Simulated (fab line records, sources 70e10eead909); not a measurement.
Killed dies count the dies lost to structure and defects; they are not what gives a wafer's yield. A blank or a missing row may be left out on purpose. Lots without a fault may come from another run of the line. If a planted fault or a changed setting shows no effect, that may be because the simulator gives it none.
fab line records :: flow nand-harc :: part 2 of 2: steps 26 to 35 of 35
[record]
  lots = 5
  wafers = 15
  last-day = 26
route steps=1159 shown A_BLC@974 A_M0@994
lots untouched by any fault: they come from a run of this same line in which no faults occurred
start-h: the number of hours between the record's first day and the start of the first shown wafer of the lot :: wait-h: how many hours have passed since the lot's step before this one :: " the same as in the row above :: L1.1+2: one row covering several wafers at once :: - value missing, or start not given :: * or withheld: withheld :: < > ~ a bound
route shown NAME@n: a module of which the file shows steps, and the number in the route of the first :: usual: mean/standard deviation taken from wafers without a fault :: same: alike in all rows :: chamber/n: place in a boat :: sites: per-site readings :: _std_site: standard deviation of those values :: _edge_site: outer sites' mean less inner sites' :: radius-mm: for every site, how far away it sits from the centre of the wafer :: mask NAME#n: copy n :: behind: the last tool/chamber to shape the wafer :: hold: cause of the lot's hold/its duration in hours/its outcome :: device: whichever transistor did not switch (one of n, p or np) :: end of line: tests run on the same wafers once the route is complete :: for a step that has no rows: nothing shown but its recipe :: killed: the dies lost at the first sort to structure and to defects; this is not the yield of the wafer :: map: shows each die of a wafer: x if killed, . if not, _ if none is there
set.NAME: the setting the step ran with; set.NAME@STEP: the setting that earlier step ran with :: model.NAME: the simulator's own value behind a step, which no gauge read
certain route steps with their lots: each step a table, each wafer a row
services: when a tool's chamber went out of use (start-h, in hours from the record's first day, below 0 if earlier), for how many hours, and the reason
[[steps]]
[step NHARC_A_M0_EBR_05]
lot.wafer: L076.2+4+5
tool: litho-track-01
chamber: 0
start-h: -
wait-h: -

lot.wafer: L075.1+2+6
tool: litho-track-04
chamber: 0
start-h: -
wait-h: -

lot.wafer: L083.2+4+6
tool: litho-track-06
chamber: 0
start-h: -
wait-h: -

lot.wafer: L086.1+5+6
tool: litho-track-06
chamber: 0
start-h: -
wait-h: -

lot.wafer: L096.1+2+4
tool: litho-track-01
chamber: 0
start-h: -
wait-h: -
[step NHARC_A_M0_EXPOSE_06]
[recipe]
  na = 1.35
  target-cd-nm = 80
  dose-mj = 83.25
  mask-id = A_M0
lot.wafer: L076.2+4+5
tool: arfi-scanner-02
chamber: 0
start-h: 402.43
wait-h: -
mask: A_M0#0

lot.wafer: L075.1+2+6
tool: arfi-scanner-01
chamber: 0
start-h: 405.30
wait-h: -
mask: A_M0#0

lot.wafer: L083.2+4+6
tool: arfi-scanner-02
chamber: 0
start-h: 453.63
wait-h: -
mask: A_M0#0

lot.wafer: L086.1+5+6
tool: arfi-scanner-03
chamber: 0
start-h: 475.40
wait-h: -
mask: A_M0#0

lot.wafer: L096.1+2+4
tool: arfi-scanner-03
chamber: 0
start-h: 543.58
wait-h: -
mask: A_M0#0
[step NHARC_A_M0_PEB_07]
[recipe]
  peb-temp-c = 100
  peb-time-s = 65
lot.wafer: L076.2+4+5
tool: litho-track-04
chamber: 0
start-h: 402.49
wait-h: 0.1

lot.wafer: L075.1+2+6
tool: litho-track-06
chamber: 0
start-h: 405.36
wait-h: 0.1

lot.wafer: L083.2+4+6
tool: litho-track-04
chamber: 0
start-h: 453.68
wait-h: 0.1

lot.wafer: L086.1+5+6
tool: litho-track-06
chamber: 0
start-h: 475.47
wait-h: 0.1

lot.wafer: L096.1+2+4
tool: litho-track-06
chamber: 0
start-h: 543.64
wait-h: 0.1
[step NHARC_A_M0_DEVELOP_08]
[recipe]
  develop-time-s = 35
  dev-temp-c = 23
lot.wafer: L076.2+4+5
tool: litho-track-04
chamber: 0
start-h: -
wait-h: -

lot.wafer: L075.1+2+6
tool: litho-track-06
chamber: 0
start-h: -
wait-h: -

lot.wafer: L083.2+4+6
tool: litho-track-04
chamber: 0
start-h: -
wait-h: -

lot.wafer: L086.1+5+6
tool: litho-track-06
chamber: 0
start-h: -
wait-h: -

lot.wafer: L096.1+2+4
tool: litho-track-06
chamber: 0
start-h: -
wait-h: -
[step NHARC_A_M0_CD_MEAS_09]
[recipe]
  target-cd-nm = 80
  landing-energy-ev = 500
[usual]
  cd-nm = 80.2/0.76
lot.wafer: L076.2
tool: cd-sem-03
chamber: 0
start-h: 402.57
wait-h: -
cd-nm: 80.4

lot.wafer: L076.4
tool: cd-sem-03
chamber: 0
start-h: 402.57
wait-h: -
cd-nm: 80.2

lot.wafer: L076.5
tool: cd-sem-03
chamber: 0
start-h: 402.57
wait-h: -
cd-nm: 80.3

lot.wafer: L075.1
tool: cd-sem-02
chamber: 0
start-h: 405.44
wait-h: -
cd-nm: 80.4

lot.wafer: L075.2
tool: cd-sem-02
chamber: 0
start-h: 405.44
wait-h: -
cd-nm: 81.3

lot.wafer: L075.6
tool: cd-sem-02
chamber: 0
start-h: 405.44
wait-h: -
cd-nm: 79.2

lot.wafer: L083.2
tool: cd-sem-01
chamber: 0
start-h: 453.76
wait-h: -
cd-nm: 80.6

lot.wafer: L083.4
tool: cd-sem-01
chamber: 0
start-h: 453.76
wait-h: -
cd-nm: 80.6

lot.wafer: L083.6
tool: cd-sem-01
chamber: 0
start-h: 453.76
wait-h: -
cd-nm: 80.8

lot.wafer: L086.1
tool: cd-sem-03
chamber: 0
start-h: 475.55
wait-h: -
cd-nm: 80.2

lot.wafer: L086.5
tool: cd-sem-03
chamber: 0
start-h: 475.55
wait-h: -
cd-nm: 80.7

lot.wafer: L086.6
tool: cd-sem-03
chamber: 0
start-h: 475.55
wait-h: -
cd-nm: 80.9

lot.wafer: L096.1
tool: cd-sem-02
chamber: 0
start-h: 543.72
wait-h: -
cd-nm: 80.4

lot.wafer: L096.2
tool: cd-sem-02
chamber: 0
start-h: 543.72
wait-h: -
cd-nm: 79.6

lot.wafer: L096.4
tool: cd-sem-02
chamber: 0
start-h: 543.72
wait-h: -
cd-nm: 80.0
[step NHARC_A_M0_OVL_MEAS_10]
[recipe]
  pitch-nm = 160
[usual]
  overlay-x-nm = -0.1/1
  overlay-y-nm = -0.1/0.66
lot.wafer: L076.2
tool: overlay-01
chamber: -
start-h: 402.67
wait-h: -
overlay-x-nm: 0.0
overlay-y-nm: -1.1

lot.wafer: L076.4
tool: overlay-01
chamber: -
start-h: 402.67
wait-h: -
overlay-x-nm: 0.0
overlay-y-nm: -0.6

lot.wafer: L076.5
tool: overlay-01
chamber: -
start-h: 402.67
wait-h: -
overlay-x-nm: -0.4
overlay-y-nm: -1.3

lot.wafer: L075.1
tool: overlay-02
chamber: -
start-h: 405.53
wait-h: -
overlay-x-nm: 2.1
overlay-y-nm: 0.4

lot.wafer: L075.2
tool: overlay-02
chamber: -
start-h: 405.53
wait-h: -
overlay-x-nm: 2.2
overlay-y-nm: -0.5

lot.wafer: L075.6
tool: overlay-02
chamber: -
start-h: 405.53
wait-h: -
overlay-x-nm: 2.8
overlay-y-nm: 0.3

lot.wafer: L083.2
tool: overlay-01
chamber: -
start-h: 453.85
wait-h: -
overlay-x-nm: -1.7
overlay-y-nm: -1.1

lot.wafer: L083.4
tool: overlay-01
chamber: -
start-h: 453.85
wait-h: -
overlay-x-nm: -1.5
overlay-y-nm: -0.7

lot.wafer: L083.6
tool: overlay-01
chamber: -
start-h: 453.85
wait-h: -
overlay-x-nm: -1.0
overlay-y-nm: -0.5

lot.wafer: L086.1
tool: overlay-01
chamber: -
start-h: 475.63
wait-h: -
overlay-x-nm: -1.7
overlay-y-nm: -0.3

lot.wafer: L086.5
tool: overlay-01
chamber: -
start-h: 475.63
wait-h: -
overlay-x-nm: -1.9
overlay-y-nm: -0.6

lot.wafer: L086.6
tool: overlay-01
chamber: -
start-h: 475.63
wait-h: -
overlay-x-nm: -1.6
overlay-y-nm: -0.3

lot.wafer: L096.1
tool: overlay-02
chamber: -
start-h: 543.81
wait-h: -
overlay-x-nm: -1.7
overlay-y-nm: -0.8

lot.wafer: L096.2
tool: overlay-02
chamber: -
start-h: 543.81
wait-h: -
overlay-x-nm: -1.5
overlay-y-nm: -1.1

lot.wafer: L096.4
tool: overlay-02
chamber: -
start-h: 543.81
wait-h: -
overlay-x-nm: -1.4
overlay-y-nm: -0.6
[step NHARC_A_M0_INSPECT_11]
[usual]
  raw-defect-count = 29/14
lot.wafer: L076.2
tool: defect-inspect-01
chamber: -
start-h: 402.72
wait-h: 0.1
raw-defect-count: 9

lot.wafer: L076.4
tool: defect-inspect-01
chamber: -
start-h: 402.72
wait-h: 0.1
raw-defect-count: 7

lot.wafer: L076.5
tool: defect-inspect-01
chamber: -
start-h: 402.72
wait-h: 0.1
raw-defect-count: 9

lot.wafer: L075.1
tool: defect-inspect-01
chamber: -
start-h: 405.57
wait-h: 0.0
raw-defect-count: 27

lot.wafer: L075.2
tool: defect-inspect-01
chamber: -
start-h: 405.57
wait-h: 0.0
raw-defect-count: 35

lot.wafer: L075.6
tool: defect-inspect-01
chamber: -
start-h: 405.57
wait-h: 0.0
raw-defect-count: 42

lot.wafer: L083.2
tool: defect-inspect-01
chamber: -
start-h: 453.90
wait-h: 0.1
raw-defect-count: 27

lot.wafer: L083.4
tool: defect-inspect-01
chamber: -
start-h: 453.90
wait-h: 0.1
raw-defect-count: 26

lot.wafer: L083.6
tool: defect-inspect-01
chamber: -
start-h: 453.90
wait-h: 0.1
raw-defect-count: 29

lot.wafer: L086.1
tool: defect-inspect-01
chamber: -
start-h: 475.67
wait-h: 0.0
raw-defect-count: 18

lot.wafer: L086.5
tool: defect-inspect-01
chamber: -
start-h: 475.67
wait-h: 0.0
raw-defect-count: 10

lot.wafer: L086.6
tool: defect-inspect-01
chamber: -
start-h: 475.67
wait-h: 0.0
raw-defect-count: 24

lot.wafer: L096.1
tool: defect-inspect-02
chamber: -
start-h: 543.85
wait-h: 0.0
raw-defect-count: 16

lot.wafer: L096.2
tool: defect-inspect-02
chamber: -
start-h: 543.85
wait-h: 0.0
raw-defect-count: 25

lot.wafer: L096.4
tool: defect-inspect-02
chamber: -
start-h: 543.85
wait-h: 0.0
raw-defect-count: 13
[step NHARC_A_M0_DESCUM_14]
[recipe]
  time-s = 3
  o2-flow-sccm = 200
  ar-flow-sccm = 0
  bias-power-w = 0
  chemistry = O2
[usual]
  drypump-motor-current-A = 5.84/0.27
  oes-product-au = 0.996/0.012
  rf-vpp-V = 57.6/0.95
  showerhead-plenum-p-Torr = 1.87/0.09
  throttle-valve-pct = 11.311/0.009
lot.wafer: L076.2
tool: rie-diel-06
chamber: 3
start-h: 402.79
wait-h: 0.1
drypump-motor-current-A: 5.98
oes-product-au: 1.016
rf-hours-counter-h: 9
rf-vpp-V: 58.0
showerhead-plenum-p-Torr: 1.78
throttle-valve-pct: 11.322

lot.wafer: L076.4
tool: rie-diel-06
chamber: 1
start-h: 402.79
wait-h: 0.1
drypump-motor-current-A: 5.95
oes-product-au: 1.007
rf-hours-counter-h: 9
rf-vpp-V: 56.1
showerhead-plenum-p-Torr: 1.78
throttle-valve-pct: 11.307

lot.wafer: L076.5
tool: rie-diel-06
chamber: 3
start-h: 402.79
wait-h: 0.1
drypump-motor-current-A: 6.05
oes-product-au: 1.011
rf-hours-counter-h: -
rf-vpp-V: 57.8
showerhead-plenum-p-Torr: 1.78
throttle-valve-pct: 11.296

lot.wafer: L075.2
tool: rie-diel-10
chamber: 1
start-h: 405.64
wait-h: 0.1
drypump-motor-current-A: 5.67
oes-product-au: 0.996
rf-hours-counter-h: 2
rf-vpp-V: 58.5
showerhead-plenum-p-Torr: 1.87
throttle-valve-pct: 11.316

lot.wafer: L075.1
tool: rie-diel-10
chamber: 2
start-h: 405.64
wait-h: 0.1
drypump-motor-current-A: 6.02
oes-product-au: 0.976
rf-hours-counter-h: 2
rf-vpp-V: 57.2
showerhead-plenum-p-Torr: 1.83
throttle-valve-pct: 11.312

lot.wafer: L075.6
tool: rie-diel-10
chamber: 1
start-h: 405.64
wait-h: 0.1
drypump-motor-current-A: 5.65
oes-product-au: 0.995
rf-hours-counter-h: -
rf-vpp-V: 57.7
showerhead-plenum-p-Torr: 1.87
throttle-valve-pct: 11.306

lot.wafer: L083.4
tool: rie-diel-10
chamber: 1
start-h: 453.98
wait-h: 0.1
drypump-motor-current-A: 5.65
oes-product-au: 1.007
rf-hours-counter-h: 5
rf-vpp-V: 57.4
showerhead-plenum-p-Torr: 1.87
throttle-valve-pct: 11.301

lot.wafer: L083.2
tool: rie-diel-10
chamber: 2
start-h: 453.98
wait-h: 0.1
drypump-motor-current-A: 6.03
oes-product-au: 0.985
rf-hours-counter-h: 5
rf-vpp-V: 57.3
showerhead-plenum-p-Torr: 1.83
throttle-valve-pct: 11.315

lot.wafer: L083.6
tool: rie-diel-10
chamber: 0
start-h: 453.98
wait-h: 0.1
drypump-motor-current-A: 6.02
oes-product-au: 0.999
rf-hours-counter-h: -
rf-vpp-V: 58.1
showerhead-plenum-p-Torr: 1.80
throttle-valve-pct: 11.318

lot.wafer: L086.1
tool: rie-diel-10
chamber: 3
start-h: 475.75
wait-h: 0.1
drypump-motor-current-A: 5.47
oes-product-au: 1.001
rf-hours-counter-h: 7
rf-vpp-V: 58.1
showerhead-plenum-p-Torr: 2.05
throttle-valve-pct: 11.319

lot.wafer: L086.6
tool: rie-diel-10
chamber: 1
start-h: 475.75
wait-h: 0.1
drypump-motor-current-A: 5.69
oes-product-au: 1.002
rf-hours-counter-h: -
rf-vpp-V: 59.1
showerhead-plenum-p-Torr: 1.87
throttle-valve-pct: 11.327

lot.wafer: L086.5
tool: rie-diel-10
chamber: 2
start-h: 475.75
wait-h: 0.1
drypump-motor-current-A: 5.99
oes-product-au: 0.986
rf-hours-counter-h: -
rf-vpp-V: 57.4
showerhead-plenum-p-Torr: 1.83
throttle-valve-pct: 11.299

lot.wafer: L096.1
tool: rie-diel-10
chamber: 1
start-h: 543.91
wait-h: 0.1
drypump-motor-current-A: 5.70
oes-product-au: 1.003
rf-hours-counter-h: 1
rf-vpp-V: 59.1
showerhead-plenum-p-Torr: 1.87
throttle-valve-pct: 11.304

lot.wafer: L096.2
tool: rie-diel-10
chamber: 2
start-h: 543.91
wait-h: 0.1
drypump-motor-current-A: 6.02
oes-product-au: 0.989
rf-hours-counter-h: 1
rf-vpp-V: 56.3
showerhead-plenum-p-Torr: 1.83
throttle-valve-pct: 11.315

lot.wafer: L096.4
tool: rie-diel-10
chamber: 2
start-h: 543.91
wait-h: 0.1
drypump-motor-current-A: 6.02
oes-product-au: 0.995
rf-hours-counter-h: -
rf-vpp-V: 57.0
showerhead-plenum-p-Torr: 1.83
throttle-valve-pct: 11.306
[step NHARC_A_M0_ETCH_34]
[recipe]
  target-depth-a = 400
  overetch-a = 120
  time-s = 43.94
  ion-energy-ev = 200
  n2-flow-sccm = 150
  h2-flow-sccm = 150
  ar-flow-sccm = 0
  rf-w = 400
  bias-w = 150
  chemistry = N2/H2
[usual]
  drypump-motor-current-A = 5.86/0.27
  h2-flow-sccm = 150.0/0.51
  oes-product-au = 0.994/0.011
  rf-vpp-V = 429.5/2.9
  showerhead-plenum-p-Torr = 2.00/0.1
  throttle-valve-pct = 14.173/0.0092
lot.wafer: L076.2
tool: rie-diel-06
chamber: 3
start-h: 402.86
wait-h: 0.1
drypump-motor-current-A: 6.02
h2-flow-sccm: 150.4
oes-product-au: 1.016
rf-hours-counter-h: 9
rf-vpp-V: 426.3
showerhead-plenum-p-Torr: 1.89
throttle-valve-pct: 14.169

lot.wafer: L076.5
tool: rie-diel-06
chamber: 3
start-h: 402.86
wait-h: 0.1
drypump-motor-current-A: 5.98
h2-flow-sccm: 150.4
oes-product-au: 1.011
rf-hours-counter-h: -
rf-vpp-V: 425.9
showerhead-plenum-p-Torr: 1.89
throttle-valve-pct: 14.160

lot.wafer: L076.4
tool: rie-diel-06
chamber: 0
start-h: 402.86
wait-h: 0.1
drypump-motor-current-A: 6.40
h2-flow-sccm: 149.7
oes-product-au: 0.990
rf-hours-counter-h: -
rf-vpp-V: 431.2
showerhead-plenum-p-Torr: 2.07
throttle-valve-pct: 14.170

lot.wafer: L075.2
tool: rie-diel-10
chamber: 3
start-h: 405.73
wait-h: 0.1
drypump-motor-current-A: 5.47
h2-flow-sccm: 149.9
oes-product-au: 0.991
rf-hours-counter-h: 2
rf-vpp-V: 433.8
showerhead-plenum-p-Torr: 2.19
throttle-valve-pct: 14.185

lot.wafer: L075.1
tool: rie-diel-10
chamber: 0
start-h: 405.73
wait-h: 0.1
drypump-motor-current-A: 6.02
h2-flow-sccm: 149.6
oes-product-au: 0.982
rf-hours-counter-h: 2
rf-vpp-V: 427.7
showerhead-plenum-p-Torr: 1.92
throttle-valve-pct: 14.176

lot.wafer: L075.6
tool: rie-diel-10
chamber: 1
start-h: 405.73
wait-h: 0.1
drypump-motor-current-A: 5.64
h2-flow-sccm: 151.1
oes-product-au: 0.992
rf-hours-counter-h: -
rf-vpp-V: 428.6
showerhead-plenum-p-Torr: 1.99
throttle-valve-pct: 14.186

lot.wafer: L083.4
tool: rie-diel-10
chamber: 3
start-h: 454.05
wait-h: 0.1
drypump-motor-current-A: 5.49
h2-flow-sccm: 151.3
oes-product-au: 1.005
rf-hours-counter-h: 6
rf-vpp-V: 434.4
showerhead-plenum-p-Torr: 2.19
throttle-valve-pct: 14.172

lot.wafer: L083.2
tool: rie-diel-10
chamber: 2
start-h: 454.05
wait-h: 0.1
drypump-motor-current-A: 6.05
h2-flow-sccm: 150.6
oes-product-au: 0.970
rf-hours-counter-h: 5
rf-vpp-V: 427.8
showerhead-plenum-p-Torr: 1.95
throttle-valve-pct: 14.172

lot.wafer: L083.6
tool: rie-diel-10
chamber: 3
start-h: 454.05
wait-h: 0.1
drypump-motor-current-A: 5.47
h2-flow-sccm: 150.7
oes-product-au: 0.993
rf-hours-counter-h: -
rf-vpp-V: 434.3
showerhead-plenum-p-Torr: 2.19
throttle-valve-pct: 14.155

lot.wafer: L086.1
tool: rie-diel-10
chamber: 2
start-h: 475.83
wait-h: 0.1
drypump-motor-current-A: 6.03
h2-flow-sccm: 150.4
oes-product-au: 0.958
rf-hours-counter-h: 7
rf-vpp-V: 427.7
showerhead-plenum-p-Torr: 1.95
throttle-valve-pct: 14.193

lot.wafer: L086.5
tool: rie-diel-10
chamber: 0
start-h: 475.83
wait-h: 0.1
drypump-motor-current-A: 6.09
h2-flow-sccm: 150.7
oes-product-au: 0.978
rf-hours-counter-h: -
rf-vpp-V: 425.8
showerhead-plenum-p-Torr: 1.91
throttle-valve-pct: 14.172

lot.wafer: L086.6
tool: rie-diel-10
chamber: 1
start-h: 475.83
wait-h: 0.1
drypump-motor-current-A: 5.65
h2-flow-sccm: 149.7
oes-product-au: 0.983
rf-hours-counter-h: -
rf-vpp-V: 428.4
showerhead-plenum-p-Torr: 1.99
throttle-valve-pct: 14.178

lot.wafer: L096.2
tool: rie-diel-10
chamber: 2
start-h: 544.07
wait-h: 0.1
drypump-motor-current-A: 6.04
h2-flow-sccm: 150.4
oes-product-au: 0.994
rf-hours-counter-h: 1
rf-vpp-V: 428.8
showerhead-plenum-p-Torr: 1.95
throttle-valve-pct: 14.168

lot.wafer: L096.1
tool: rie-diel-10
chamber: 0
start-h: 544.07
wait-h: 0.1
drypump-motor-current-A: 6.07
h2-flow-sccm: 150.6
oes-product-au: 1.002
rf-hours-counter-h: 1
rf-vpp-V: 427.9
showerhead-plenum-p-Torr: 1.91
throttle-valve-pct: 14.169

lot.wafer: L096.4
tool: rie-diel-10
chamber: 2
start-h: 544.07
wait-h: 0.1
drypump-motor-current-A: 6.02
h2-flow-sccm: 150.3
oes-product-au: 1.010
rf-hours-counter-h: -
rf-vpp-V: 428.7
showerhead-plenum-p-Torr: 1.95
throttle-valve-pct: 14.175
[step NHARC_A_M0_ETCH_15]
[recipe]
  target-depth-a = 1500
  overetch-a = 150
  time-s = 82.5
  c4f8-flow-sccm = withheld
  ar-flow-sccm = 400
  rf-w = 600
  bias-w = 300
  chemistry = C4F8/Ar
[usual]
  oes-product-au = 0.950/0.024
  rf-vpp-V = 440/3
lot.wafer: L076.2
tool: rie-diel-06
chamber: 1
start-h: -
wait-h: -
oes-product-au: 0.927
rf-hours-counter-h: 9
rf-vpp-V: 437

lot.wafer: L076.4
tool: rie-diel-06
chamber: 3
start-h: -
wait-h: -
oes-product-au: 0.945
rf-hours-counter-h: -
rf-vpp-V: 438

lot.wafer: L076.5
tool: rie-diel-06
chamber: 0
start-h: -
wait-h: -
oes-product-au: 0.908
rf-hours-counter-h: -
rf-vpp-V: 442

lot.wafer: L075.2
tool: rie-diel-10
chamber: 3
start-h: -
wait-h: -
oes-product-au: 0.977
rf-hours-counter-h: 3
rf-vpp-V: 445

lot.wafer: L075.1
tool: rie-diel-10
chamber: 0
start-h: -
wait-h: -
oes-product-au: 0.954
rf-hours-counter-h: 2
rf-vpp-V: 437

lot.wafer: L075.6
tool: rie-diel-10
chamber: 2
start-h: -
wait-h: -
oes-product-au: 0.950
rf-hours-counter-h: -
rf-vpp-V: 438

lot.wafer: L083.2
tool: rie-diel-10
chamber: 3
start-h: -
wait-h: -
oes-product-au: 0.963
rf-hours-counter-h: 6
rf-vpp-V: 445

lot.wafer: L083.4
tool: rie-diel-10
chamber: 0
start-h: -
wait-h: -
oes-product-au: 0.947
rf-hours-counter-h: 5
rf-vpp-V: 438

lot.wafer: L083.6
tool: rie-diel-10
chamber: 1
start-h: -
wait-h: -
oes-product-au: 0.973
rf-hours-counter-h: -
rf-vpp-V: 440

lot.wafer: L086.1
tool: rie-diel-10
chamber: 2
start-h: -
wait-h: -
oes-product-au: 0.908
rf-hours-counter-h: 7
rf-vpp-V: 439

lot.wafer: L086.5
tool: rie-diel-10
chamber: 2
start-h: -
wait-h: -
oes-product-au: 0.897
rf-hours-counter-h: -
rf-vpp-V: 438

lot.wafer: L086.6
tool: rie-diel-10
chamber: 3
start-h: -
wait-h: -
oes-product-au: 0.928
rf-hours-counter-h: -
rf-vpp-V: 446

lot.wafer: L096.2
tool: rie-diel-10
chamber: 2
start-h: -
wait-h: -
oes-product-au: 0.943
rf-hours-counter-h: 1
rf-vpp-V: 437

lot.wafer: L096.1
tool: rie-diel-10
chamber: 0
start-h: -
wait-h: -
oes-product-au: 0.930
rf-hours-counter-h: 1
rf-vpp-V: 437

lot.wafer: L096.4
tool: rie-diel-10
chamber: 0
start-h: -
wait-h: -
oes-product-au: 0.928
rf-hours-counter-h: -
rf-vpp-V: 438
[[services]]
tool: rie-diel-01
chamber: 2
start-h: 372.73
hours: 8.3
kind: repair

tool: rie-diel-12
chamber: -
start-h: 379.45
hours: 9.0
kind: pm

tool: pecvd-01
chamber: 0
start-h: 388.09
hours: 12.3
kind: repair

tool: pecvd-01
chamber: 2
start-h: 389.13
hours: 18.7
kind: repair

tool: pvd-sputter-02
chamber: -
start-h: 392.00
hours: 10.0
kind: pm

tool: cmp-02
chamber: -
start-h: 394.32
hours: 3.2
kind: repair

tool: rie-diel-06
chamber: -
start-h: 401.28
hours: 1.2
kind: repair

tool: rie-diel-06
chamber: 2
start-h: 402.85
hours: 72.2
kind: repair

tool: rie-diel-12
chamber: 0
start-h: 404.99
hours: 3.0
kind: repair

tool: rie-diel-12
chamber: 2
start-h: 406.89
hours: 20.2
kind: repair

tool: pecvd-01
chamber: 2
start-h: 412.07
hours: 6.6
kind: repair

tool: rie-diel-06
chamber: 3
start-h: 413.63
hours: 1.2
kind: repair

tool: rie-diel-06
chamber: 0
start-h: 417.64
hours: 8.0
kind: repair

tool: litho-track-01
chamber: -
start-h: 443.00
hours: 7.0
kind: pm

tool: rie-diel-04
chamber: 3
start-h: 446.09
hours: 1.7
kind: repair

tool: rie-diel-04
chamber: -
start-h: 465.94
hours: 9.0
kind: pm

tool: litho-track-06
chamber: -
start-h: 467.00
hours: 7.0
kind: pm

tool: litho-track-04
chamber: -
start-h: 491.00
hours: 7.0
kind: pm

tool: rie-diel-01
chamber: -
start-h: 491.80
hours: 9.0
kind: pm

tool: wet-bench-03
chamber: -
start-h: 498.40
hours: 8.0
kind: pm

tool: rie-diel-12
chamber: 3
start-h: 514.80
hours: 6.8
kind: repair

tool: rie-diel-10
chamber: 0
start-h: 526.66
hours: 3.2
kind: repair

tool: rie-diel-10
chamber: -
start-h: 530.50
hours: 9.0
kind: pm

tool: rie-diel-10
chamber: 3
start-h: 541.56
hours: 15.6
kind: repair
